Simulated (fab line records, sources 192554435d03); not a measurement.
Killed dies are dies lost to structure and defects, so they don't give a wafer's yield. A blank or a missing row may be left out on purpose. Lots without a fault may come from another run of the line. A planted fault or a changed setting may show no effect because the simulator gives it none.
Which tool did it? | flow n5_finfet | 11 lots, 33 wafers sampled, at 1 step of a route of 1938

WHAT THE GAUGES READ, wafer by wafer
N5_HKMG_FIN_OVL_MEAS_50.
lot  | measured    | on         | NDIPOLE_OVL (nm)
L355 | day 5 07:02 | overlay-02 | 0.1 0.1 -0.9
L361 | day 6 13:46 | overlay-01 | -0.7 -0.9 -0.5
L362 | day 6 18:37 | overlay-01 | 0.7 1.4 1.0
L363 | day 7 00:19 | overlay-01 | 0.0 -0.3 -0.2
L367 | day 8 00:11 | overlay-01 | -1.1 0.6 -0.5
L368 | day 8 08:46 | overlay-01 | -1.0 -2.0 -2.1
L369 | day 8 16:35 | overlay-01 | -1.1 0.2 0.9
L370 | day 8 19:42 | overlay-02 | -0.6 -1.0 -0.8
L372 | day 9 08:10 | overlay-01 | -0.6 0.3 -1.1
L373 | day 9 17:13 | overlay-01 | 0.6 0.0 0.6
L374 | day 9 21:10 | overlay-02 | -1.1 -1.0 -1.7

WHICH TOOL RAN EACH LOT (tool, then ch and the chambers of the sampled wafers, then the start)
The record holds no process step before these readings.

WHAT THE TOOLS THEMSELVES READ (means of the sampled wafers that have a number; where no wafer has one, the mark that the record gives instead)
The record holds no such reading with a usual standard deviation.

THE ANSWER, worked out from the rows above alone
Rule: what is usual is taken from the lots themselves. Put in order of their means at a reading, lots are off if they are a third of the lots or fewer, leave a main group of 4 or more, and stand apart from it by a gap of 3 or more times the standard deviation of the main group's means; of several such gaps the widest counts. A main group whose means are all the same, to the digits that the tables above print for the reading, isn't used. A lot without any number at a reading at which 4 lots or more have one is off too. The other lots that the step has rows for count as sound. The gauges are gone through in route order, then the tools' own readings, and for those a lot's mean is taken as printed above. The first step at which some lot is off is used, and at that step the reading that is off furthest; a lot without a number counts as furthest.
No lot is off at any reading shown: from this, nothing can be told.

WHAT THE SIMULATOR HAD PUT IN
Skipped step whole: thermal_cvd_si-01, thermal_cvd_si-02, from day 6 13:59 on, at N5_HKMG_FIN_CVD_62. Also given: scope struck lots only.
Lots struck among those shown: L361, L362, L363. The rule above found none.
